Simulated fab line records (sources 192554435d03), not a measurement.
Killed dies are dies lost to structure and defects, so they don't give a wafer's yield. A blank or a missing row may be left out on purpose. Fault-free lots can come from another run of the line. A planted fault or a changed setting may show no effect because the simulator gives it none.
fab line records	flow n5-finfet	part 1 of 2: steps 1 to 4 of 6
[record] lots = 22	wafers = 66	last-day = 19
route steps=1938 shown BEOL_M6@1210
lots untouched by any fault: they come from a run of this same line in which no faults occurred
start-h: hours from the record's first day to the start of the lot's first wafer shown	wait-h: hours elapsed since this lot's preceding step	" as in the row above	L1.1+2: a row that stands for several wafers	- no value, or no start given	* or withheld: withheld	< > ~ a bound
route shown NAME@n: names a module that has steps shown in the file, with the first one's number in the route	usual: mean and standard deviation over wafers with no fault	same: alike in all rows	chamber/n: place in a boat	sites: each site's reading	_std_site: the standard deviation of these	_edge_site: the outer-site mean with the inner-site mean subtracted	radius-mm: for every site, how far away it sits from the centre of the wafer	mask NAME#n: copy n	behind: the last tool/chamber to shape the wafer	hold: why the lot went on hold/how many hours it stayed there/how the hold came to an end	device: which transistor (n, p or np) failed to switch	end of line: tests of these same wafers at the route's end	step lacking rows: just its recipe	killed: dies that structure and defects cost at the first sort, which is not the same as the wafer's yield	map: shows each die of a wafer: x if killed, . if not, _ if none is there
set.NAME: the setting that was run; set.NAME@STEP: the one run at that earlier step	model.NAME: the simulator's own value behind a step, which no gauge read
the route's steps for a sample of lots (tables are steps, rows are wafers)
services: a tool's chamber out of use, with start hour (start-h, from the record's first day; less than 0 if before it), hours out, and reason
[[steps]]
[step N5_BEOL_M6_DESCUM_16]
[recipe] chemistry = O2	time-s = 7.9	source-power-w = 50	bias-power-w = 20	pressure-mtorr = 20	rf-frequency-hz = 2.712e+07	temp-c = 40	resist = CAR-ArF	o2-flow-sccm = 225
[usual] bias-power-w = 20.00/0.064	drypump-motor-current-A = 5.5/0.34	oes-product-au = 0.76/0.068	rf-vpp-V = 243.0/1.2	showerhead-plenum-p-Torr = 2.08/0.064	throttle-valve-pct = 20.59/0.25
lot.wafer	tool	chamber	start-h	wait-h	bias-power-w	drypump-motor-current-A	oes-product-au	rf-hours-counter-h	rf-vpp-V	showerhead-plenum-p-Torr	throttle-valve-pct
L074.1	rie-diel-01	1	177.08	0.2	19.93	5.7	0.92	27	244.3	2.12	20.25
L074.3	"	2	"	"	20.02	5.7	0.81	98	244.1	2.12	20.60
L074.5	"	2	"	"	20.04	5.7	0.80	-	242.5	2.12	20.60
L077.1	rie-diel-02	3	197.69	0.0	20.02	5.1	0.73	189	244.0	2.18	21.00
L077.4	"	1	"	"	20.05	5.3	0.76	-	244.1	2.11	20.55
L077.6	"	0	"	"	20.02	6.1	0.76	-	241.4	2.00	20.29
L076.1	rie-diel-02	3	199.38	0.0	20.04	5.1	0.73	189	245.3	2.18	20.99
L076.4	"	0	"	"	19.96	6.2	0.76	163	242.1	2.00	20.29
L076.6	"	2	"	"	19.96	5.3	0.71	-	242.7	1.99	20.93
L075.2	rie-diel-02	1	209.49	0.0	20.00	5.2	0.76	154	244.2	2.10	20.55
L075.4	"	2	"	"	19.93	5.3	0.71	209	241.4	1.99	20.93
L075.6	"	3	"	"	20.05	5.1	0.73	-	243.4	2.18	20.98
L078.2	rie-diel-02	3	216.29	0.3	19.91	5.1	0.73	194	244.5	2.18	20.99
L078.4	"	0	"	"	19.92	6.1	0.75	168	242.5	2.00	20.29
L078.6	"	2	"	"	19.99	5.3	0.70	-	241.4	1.99	20.93
L080.1	rie-diel-06	1	239.37	0.0	20.04	5.2	0.94	17	243.8	2.03	20.16
L080.3	"	3	"	"	19.98	5.9	0.73	192	242.5	1.99	20.51
L080.5	"	0	"	"	20.09	5.2	0.68	-	244.2	2.17	20.99
L082.1	rie-diel-01	3	240.45	0.0	19.90	5.7	0.73	206	243.4	2.06	20.64
L082.4	"	0	"	"	19.98	5.7	0.81	93	244.0	2.11	20.54
L082.5	"	1	"	"	19.89	5.7	0.87	-	243.8	2.11	20.29
L081.1	rie-diel-01	0	244.49	0.2	20.01	5.7	0.81	95	242.5	2.11	20.56
L081.2	"	1	"	"	19.92	5.7	0.87	50	242.9	2.11	20.30
L081.6	"	1	"	"	19.95	5.8	0.87	-	243.4	2.11	20.27
L085.2	rie-diel-02	0	268.71	0.1	19.96	6.1	0.74	186	241.1	1.99	20.32
L085.5	"	0	"	"	20.01	6.2	0.74	-	241.9	1.99	20.33
L085.6	"	3	"	"	19.94	5.1	0.72	-	244.5	2.17	21.03
L084.2	rie-diel-01	0	269.98	0.0	20.00	5.8	0.80	103	244.5	2.11	20.57
L084.5	"	0	"	"	20.04	5.8	0.80	-	243.1	2.10	20.57
L084.6	"	3	"	"	19.94	5.7	0.72	-	242.1	2.06	20.63
L087.2	rie-diel-01	0	274.26	0.0	20.08	5.7	0.80	104	241.9	2.10	20.54
L087.3	"	3	"	"	20.00	5.7	0.73	218	244.6	2.06	20.64
L087.6	"	0	"	"	19.97	5.7	0.80	-	242.6	2.10	20.56
L088.2	rie-diel-06	3	274.55	0.0	19.99	5.9	0.72	205	241.0	1.98	20.54
L088.3	"	2	"	"	20.05	5.1	0.67	232	244.5	2.14	20.43
L088.4	"	0	"	"	20.00	5.2	0.68	242	244.6	2.17	20.98
L089.1	rie-diel-01	2	279.16	0.0	20.02	5.6	0.76	132	243.4	2.10	20.65
L089.4	"	1	"	"	19.93	5.7	0.85	61	243.1	2.11	20.31
L089.6	"	3	"	"	20.05	5.7	0.72	-	243.5	2.06	20.65
L086.1	rie-diel-06	3	279.53	0.2	20.06	5.9	0.72	207	240.9	1.98	20.54
L086.3	"	2	"	"	20.02	5.1	0.67	234	244.0	2.14	20.45
L086.5	"	0	"	"	20.05	5.2	0.68	-	244.7	2.17	20.99
L090.3	rie-diel-01	3	287.82	0.2	19.97	5.7	0.72	223	243.4	2.06	20.63
L090.4	"	0	"	"	20.00	5.8	0.79	109	242.8	2.10	20.57
L090.6	"	1	"	"	20.06	5.7	0.85	-	244.0	2.11	20.30
L091.2	rie-diel-06	0	297.73	0.0	19.87	5.2	0.67	249	244.0	2.16	20.99
L091.5	"	3	"	"	20.02	5.9	0.72	-	240.3	1.98	20.55
L091.6	"	2	"	"	19.84	5.1	0.67	-	244.0	2.13	20.45
L092.3	rie-diel-01	1	306.09	0.0	20.06	5.7	0.84	72	243.6	2.11	20.33
L092.5	"	2	"	"	19.90	5.6	0.75	-	244.0	2.10	20.68
L092.6	"	3	"	"	20.07	5.7	0.71	-	243.7	2.05	20.66
L093.2	rie-diel-06	3	310.90	0.0	19.98	5.9	0.71	218	241.7	1.98	20.57
L093.3	"	1	"	"	20.10	5.2	0.90	43	243.2	2.03	20.20
L093.4	"	0	"	"	20.11	5.2	0.68	-	244.2	2.16	21.01
L095.2	rie-diel-02	1	334.18	0.0	19.88	5.2	0.72	198	242.7	2.09	20.61
L095.5	"	0	"	"	20.09	6.2	0.73	-	241.6	1.99	20.36
L095.6	"	3	"	"	19.95	5.1	0.70	-	243.2	2.17	21.07
L094.3	rie-diel-06	2	339.26	0.0	20.02	5.1	0.66	254	242.6	2.13	20.48
L094.5	"	3	"	"	20.04	5.9	0.71	-	241.5	1.98	20.57
L094.6	"	1	"	"	19.97	5.2	0.88	-	242.4	2.02	20.22
L096.1	rie-diel-02	1	339.42	0.0	19.97	5.2	0.73	199	242.7	2.09	20.62
L096.2	"	0	"	"	19.86	6.1	0.73	211	241.1	1.98	20.36
L096.5	"	1	"	"	20.03	5.2	0.72	-	242.7	2.09	20.60
L097.3	rie-diel-01	2	362.86	0.0	20.00	5.7	0.74	161	245.0	2.09	20.70
L097.4	"	1	"	"	20.00	5.7	0.81	92	243.6	2.10	20.35
L097.5	"	0	"	"	19.97	5.7	0.76	-	243.0	2.09	20.61
[step N5_BEOL_M6_OVL_MEAS_29]
[recipe] points-per-wafer = 522
[usual] V5_OVL = 0.0/0.87
[same] points-per-wafer = 522
lot.wafer	tool	chamber	start-h	wait-h	V5_OVL[nm]
L074.1	overlay-01	0	179.98	0.0	0.3
L074.3	"	0	"	"	1.2
L074.5	"	0	"	"	0.2
L077.1	overlay-02	0	200.22	0.0	-0.2
L077.4	"	0	"	"	-0.5
L077.6	"	0	"	"	-0.5
L076.1	overlay-01	0	202.27	0.0	-0.1
L076.4	"	0	"	"	-0.8
L076.6	"	0	"	"	0.0
L075.2	overlay-02	0	210.29	0.0	0.3
L075.4	"	0	"	"	1.0
L075.6	"	0	"	"	1.0
L078.2	overlay-01	0	218.63	0.0	-0.6
L078.4	"	0	"	"	0.3
L078.6	"	0	"	"	-0.7
L080.1	overlay-02	0	242.80	0.0	0.8
L080.3	"	0	"	"	0.6
L080.5	"	0	"	"	0.9
L082.1	overlay-01	0	243.14	0.0	-0.1
L082.4	"	0	"	"	0.1
L082.5	"	0	"	"	0.3
L081.1	overlay-02	0	247.24	0.0	-0.7
L081.2	"	0	"	"	0.5
L081.6	"	0	"	"	-1.1
L085.2	overlay-01	0	269.86	0.0	1.1
L085.5	"	0	"	"	1.3
L085.6	"	0	"	"	1.0
L084.2	overlay-01	0	273.66	0.0	-0.2
L084.5	"	0	"	"	0.9
L084.6	"	0	"	"	0.5
L087.2	overlay-02	0	275.18	0.0	-0.4
L087.3	"	0	"	"	-1.4
L087.6	"	0	"	"	-1.3
L088.2	overlay-01	0	278.64	0.0	0.6
L088.3	"	0	"	"	0.5
L088.4	"	0	"	"	0.5
L089.1	overlay-01	0	280.08	0.0	-1.4
L089.4	"	0	"	"	-1.9
L089.6	"	0	"	"	-1.3
L086.1	overlay-02	0	280.37	0.0	0.2
L086.3	"	0	"	"	-0.1
L086.5	"	0	"	"	-0.2
L090.3	overlay-01	0	292.65	0.0	-0.7
L090.4	"	0	"	"	-0.9
L090.6	"	0	"	"	-0.3
L091.2	overlay-01	0	300.45	0.0	-0.8
L091.5	"	0	"	"	-0.2
L091.6	"	0	"	"	-0.8
L092.3	overlay-02	0	307.79	0.0	1.1
L092.5	"	0	"	"	0.4
L092.6	"	0	"	"	-0.4
L093.2	overlay-01	0	315.28	0.0	1.2
L093.3	"	0	"	"	1.3
L093.4	"	0	"	"	0.9
L095.2	overlay-01	0	338.39	0.0	1.0
L095.5	"	0	"	"	0.7
L095.6	"	0	"	"	1.1
L094.3	overlay-02	0	340.23	0.0	-0.6
L094.5	"	0	"	"	-0.8
L094.6	"	0	"	"	0.3
L096.1	overlay-02	0	341.43	0.0	1.8
L096.2	"	0	"	"	2.0
L096.5	"	0	"	"	1.8
L097.3	overlay-02	0	364.26	0.0	1.4
L097.4	"	0	"	"	0.0
L097.5	"	0	"	"	1.1
[step N5_BEOL_M6_ETCH_65]
[recipe] chemistry = CF4	target = SiARC	target-depth-a = 156	mask-material = CAR-EUV	time-s = 26	ion-energy-ev = 80	pressure-mtorr = 40	source-w = 545	bias-w = 36	Ar_flow_sccm = 100	cf4-flow-sccm = 100	ends = cleared
[usual] drypump-motor-current-A = 5.5/0.34	etch-rf-on-time-s = 26.1/0.44	oes-product-au = 0.64/0.061	rf-vpp-V = 184.0/1.2	showerhead-plenum-p-Torr = 2.13/0.06	throttle-valve-pct = 15.83/0.21
lot.wafer	tool	chamber	start-h	wait-h	drypump-motor-current-A	etch-rf-on-time-s	oes-product-au	rf-hours-counter-h	rf-vpp-V	showerhead-plenum-p-Torr	throttle-valve-pct
L074.1	rie-diel-06	2	180.61	0.0	5.1	26.0	0.60	201	186.2	2.21	15.77
L074.3	"	3	"	"	5.9	26.1	0.63	167	182.8	2.07	15.77
L074.5	"	3	"	"	5.9	26.0	0.64	-	183.8	2.07	15.77
L077.1	rie-diel-06	3	200.79	0.0	5.9	25.7	0.64	178	184.1	2.06	15.79
L077.4	"	2	"	"	5.1	25.9	0.59	-	184.6	2.21	15.80
L077.6	"	0	"	"	5.2	26.6	0.60	-	185.4	2.21	16.03
L076.1	rie-diel-01	0	202.41	0.0	5.7	26.0	0.70	80	185.1	2.16	15.63
L076.4	"	2	"	"	5.6	25.6	0.68	106	184.4	2.15	15.73
L076.6	"	1	"	"	5.7	25.9	0.76	-	183.7	2.18	15.52
L075.2	rie-diel-01	1	210.43	0.0	5.7	26.2	0.76	37	185.9	2.18	15.53
L075.4	"	0	"	"	5.8	26.5	0.70	82	184.9	2.16	15.64
L075.6	"	2	"	"	5.7	25.8	0.68	-	184.0	2.15	15.73
L078.2	rie-diel-06	0	218.97	0.0	5.2	26.8	0.59	221	184.9	2.21	16.06
L078.4	"	1	"	"	5.2	25.6	0.84	-	183.6	2.12	15.45
L078.6	"	3	"	"	5.9	26.2	0.63	-	183.4	2.06	15.81
L080.1	rie-diel-06	1	242.94	0.0	5.2	25.6	0.81	18	184.2	2.11	15.45
L080.3	"	3	"	"	5.9	26.3	0.62	193	181.6	2.06	15.82
L080.5	"	0	"	"	5.2	26.9	0.58	-	183.9	2.20	16.08
L082.1	rie-diel-01	3	243.47	0.0	5.7	25.3	0.61	208	184.3	2.12	15.88
L082.4	"	0	"	"	5.7	26.4	0.68	94	183.8	2.15	15.65
L082.5	"	3	"	"	5.7	25.2	0.62	-	183.3	2.12	15.88
L081.1	rie-diel-02	1	247.64	0.0	5.2	25.9	0.64	167	183.3	2.14	15.68
L081.2	"	2	"	"	5.3	25.9	0.60	223	182.2	2.04	16.18
L081.6	"	2	"	"	5.3	25.8	0.60	-	183.2	2.04	16.18
L085.2	rie-diel-02	3	270.00	0.0	5.1	26.2	0.61	212	186.5	2.20	16.06
L085.5	"	3	"	"	5.1	26.3	0.61	-	185.3	2.20	16.05
L085.6	"	2	"	"	5.3	26.3	0.59	-	183.9	2.04	16.18
L084.2	rie-diel-06	1	273.80	0.0	5.2	25.5	0.79	30	182.2	2.11	15.48
L084.5	"	3	"	"	5.9	26.1	0.62	-	182.7	2.05	15.85
L084.6	"	0	"	"	5.2	26.9	0.58	-	182.9	2.20	16.08
L087.2	rie-diel-02	2	275.50	0.0	5.3	26.1	0.59	230	183.3	2.04	16.19
L087.3	"	3	"	"	5.1	26.3	0.62	214	184.6	2.20	16.07
L087.6	"	2	"	"	5.3	26.2	0.59	-	181.6	2.04	16.20
L088.2	rie-diel-06	3	278.78	0.0	5.9	26.0	0.61	206	182.1	2.05	15.85
L088.3	"	2	"	"	5.1	26.4	0.57	234	185.2	2.20	15.82
L088.4	"	0	"	"	5.2	27.0	0.58	243	184.9	2.20	16.09
L089.1	rie-diel-02	2	280.22	0.0	5.3	26.4	0.58	231	183.8	2.04	16.19
L089.4	"	3	"	"	5.1	26.4	0.60	214	187.5	2.20	16.06
L089.6	"	2	"	"	5.3	26.3	0.58	-	181.5	2.04	16.20
L086.1	rie-diel-06	1	280.51	0.0	5.2	25.5	0.80	32	185.2	2.11	15.46
L086.3	"	3	"	"	5.9	26.0	0.62	207	182.4	2.05	15.84
L086.5	"	2	"	"	5.1	26.3	0.57	-	184.8	2.20	15.83
L090.3	rie-diel-02	1	292.79	0.0	5.2	26.3	0.62	181	183.6	2.14	15.69
L090.4	"	2	"	"	5.3	26.1	0.59	235	182.3	2.04	16.21
L090.6	"	2	"	"	5.3	26.2	0.59	-	182.0	2.04	16.20
L091.2	rie-diel-02	0	300.59	0.0	6.1	26.4	0.63	197	182.1	2.05	15.65
L091.5	"	3	"	"	5.1	26.2	0.60	-	184.0	2.20	16.07
L091.6	"	2	"	"	5.3	26.1	0.59	-	183.1	2.04	16.20
L092.3	rie-diel-01	1	307.93	0.0	5.7	26.1	0.72	72	182.6	2.17	15.60
L092.5	"	3	"	"	5.7	25.2	0.61	-	184.3	2.11	15.94
L092.6	"	0	"	"	5.8	26.6	0.66	-	185.0	2.15	15.71
L093.2	rie-diel-01	3	315.53	0.0	5.7	25.2	0.61	232	184.9	2.11	15.93
L093.3	"	0	"	"	5.8	26.4	0.66	119	183.6	2.14	15.70
L093.4	"	2	"	"	5.7	25.9	0.64	144	183.8	2.14	15.79
L095.2	rie-diel-06	3	338.53	0.0	5.9	26.0	0.60	227	183.1	2.05	15.89
L095.5	"	3	"	"	5.9	26.1	0.61	-	182.1	2.05	15.87
L095.6	"	1	"	"	5.2	25.5	0.76	-	183.8	2.10	15.52
L094.3	rie-diel-02	3	340.37	0.0	5.1	26.3	0.59	237	184.5	2.19	16.11
L094.5	"	0	"	"	6.2	26.3	0.62	-	183.5	2.04	15.68
L094.6	"	1	"	"	5.2	26.6	0.60	-	183.5	2.13	15.75
L096.1	rie-diel-01	1	341.58	0.0	5.7	26.4	0.70	84	185.9	2.16	15.64
L096.2	"	0	"	"	5.7	26.7	0.65	128	184.1	2.14	15.72
L096.5	"	3	"	"	5.7	25.2	0.61	-	184.8	2.11	15.94
L097.3	rie-diel-02	0	364.40	0.0	6.2	26.4	0.61	221	183.2	2.04	15.70
L097.4	"	3	"	"	5.1	26.3	0.58	-	185.6	2.19	16.13
L097.5	"	1	"	"	5.2	26.1	0.61	-	181.9	2.13	15.76
[step N5_BEOL_M6_VIA_ETCH_34]
[recipe] chemistry = C4F6/O2	target = SiCOH_lowk	target-depth-a = 1263	mask-material = SOC	taper-deg = 4	time-s = 50.9	ion-energy-ev = 250	pressure-mtorr = 30	source-w = 345	bias-w = 185	Ar_flow_sccm = 300	C4F6_flow_sccm = 10	O2_flow_sccm = 10
[usual] drypump-motor-current-A = 5.5/0.34	oes-product-au = 0.75/0.073	rf-vpp-V = 665/14	showerhead-plenum-p-Torr = 2.84/0.084	throttle-valve-pct = 21.13/0.18
lot.wafer	tool	chamber	start-h	wait-h	drypump-motor-current-A	oes-product-au	rf-hours-counter-h	rf-vpp-V	showerhead-plenum-p-Torr	throttle-valve-pct
L074.1	rie-diel-06	2	180.74	0.0	5.1	0.70	201	668	2.96	21.13
L074.3	"	3	"	"	5.9	0.74	167	644	2.75	21.07
L074.5	"	3	"	"	5.9	0.74	-	643	2.75	21.05
L077.1	rie-diel-06	3	200.91	0.0	5.9	0.74	178	641	2.74	21.08
L077.4	"	2	"	"	5.1	0.69	-	670	2.96	21.14
L077.6	"	0	"	"	5.2	0.69	-	651	2.93	21.27
L076.1	rie-diel-01	0	202.54	0.0	5.8	0.82	80	671	2.89	21.05
L076.4	"	2	"	"	5.6	0.79	106	654	2.86	21.01
L076.6	"	1	"	"	5.8	0.90	-	680	2.90	20.83
L075.2	rie-diel-01	1	210.55	0.0	5.7	0.89	37	678	2.89	20.84
L075.4	"	0	"	"	5.7	0.82	82	671	2.89	21.06
L075.6	"	2	"	"	5.7	0.79	-	655	2.86	21.02
L078.2	rie-diel-06	0	219.10	0.0	5.2	0.69	221	652	2.93	21.28
L078.4	"	1	"	"	5.2	0.99	-	677	2.83	20.91
L078.6	"	3	"	"	5.9	0.73	-	645	2.74	21.10
L080.1	rie-diel-06	1	243.07	0.0	5.2	0.95	18	676	2.82	20.91
L080.3	"	3	"	"	5.9	0.73	193	643	2.73	21.11
L080.5	"	0	"	"	5.2	0.69	-	652	2.92	21.28
L082.1	rie-diel-01	3	243.59	0.0	5.7	0.72	208	671	2.82	21.15
L082.4	"	0	"	"	5.7	0.81	94	671	2.88	21.10
L082.5	"	3	"	"	5.7	0.73	-	671	2.82	21.15
L081.1	rie-diel-02	1	247.77	0.0	5.2	0.74	167	655	2.84	20.89
L081.2	"	2	"	"	5.3	0.70	223	682	2.71	21.42
L081.6	"	2	"	"	5.3	0.70	-	683	2.71	21.42
L085.2	rie-diel-02	3	270.13	0.0	5.1	0.72	212	686	2.94	21.39
L085.5	"	3	"	"	5.1	0.72	-	687	2.94	21.38
L085.6	"	2	"	"	5.3	0.69	-	682	2.70	21.42
L084.2	rie-diel-06	1	273.93	0.0	5.2	0.93	30	677	2.82	20.94
L084.5	"	3	"	"	5.9	0.73	-	642	2.73	21.11
L084.6	"	0	"	"	5.2	0.68	-	652	2.92	21.33
L087.2	rie-diel-02	2	275.63	0.0	5.3	0.68	230	682	2.70	21.43
L087.3	"	3	"	"	5.1	0.71	214	687	2.94	21.41
L087.6	"	2	"	"	5.3	0.69	-	682	2.70	21.41
L088.2	rie-diel-06	3	278.91	0.0	5.9	0.72	207	642	2.73	21.13
L088.3	"	2	"	"	5.1	0.67	234	668	2.95	21.20
L088.4	"	0	"	"	5.2	0.68	243	653	2.92	21.30
L089.1	rie-diel-02	2	280.35	0.0	5.3	0.69	231	682	2.70	21.44
L089.4	"	3	"	"	5.1	0.72	214	686	2.94	21.39
L089.6	"	2	"	"	5.3	0.69	-	682	2.70	21.43
L086.1	rie-diel-06	1	280.64	0.0	5.2	0.92	32	679	2.82	20.94
L086.3	"	3	"	"	5.9	0.72	207	642	2.73	21.13
L086.5	"	2	"	"	5.1	0.68	-	670	2.95	21.19
L090.3	rie-diel-02	1	292.91	0.0	5.3	0.73	181	654	2.83	20.91
L090.4	"	2	"	"	5.3	0.69	235	683	2.70	21.43
L090.6	"	2	"	"	5.3	0.69	-	683	2.70	21.44
L091.2	rie-diel-02	0	300.72	0.0	6.2	0.73	197	652	2.73	20.89
L091.5	"	3	"	"	5.1	0.71	-	685	2.93	21.40
L091.6	"	2	"	"	5.3	0.69	-	682	2.70	21.44
L092.3	rie-diel-01	1	308.05	0.0	5.8	0.84	72	679	2.88	20.87
L092.5	"	3	"	"	5.7	0.71	-	671	2.81	21.20
L092.6	"	0	"	"	5.7	0.78	-	670	2.87	21.11
L093.2	rie-diel-01	3	315.66	0.0	5.7	0.71	232	672	2.81	21.21
L093.3	"	0	"	"	5.7	0.77	119	669	2.87	21.11
L093.4	"	2	"	"	5.7	0.74	144	654	2.84	21.07
L095.2	rie-diel-06	3	338.66	0.0	5.9	0.71	227	644	2.72	21.16
L095.5	"	3	"	"	5.9	0.70	-	641	2.72	21.17
L095.6	"	1	"	"	5.2	0.88	-	676	2.81	20.95
L094.3	rie-diel-02	3	340.50	0.0	5.1	0.70	237	686	2.93	21.44
L094.5	"	0	"	"	6.2	0.73	-	653	2.72	20.92
L094.6	"	1	"	"	5.2	0.71	-	655	2.82	20.96
L096.1	rie-diel-01	1	341.70	0.0	5.7	0.82	84	677	2.87	20.91
L096.2	"	0	"	"	5.8	0.76	128	671	2.86	21.13
L096.5	"	3	"	"	5.7	0.70	-	671	2.81	21.20
L097.3	rie-diel-02	0	364.53	0.0	6.1	0.72	222	651	2.72	20.93
L097.4	"	3	"	"	5.1	0.69	-	685	2.92	21.46
L097.5	"	1	"	"	5.2	0.71	-	655	2.82	20.97
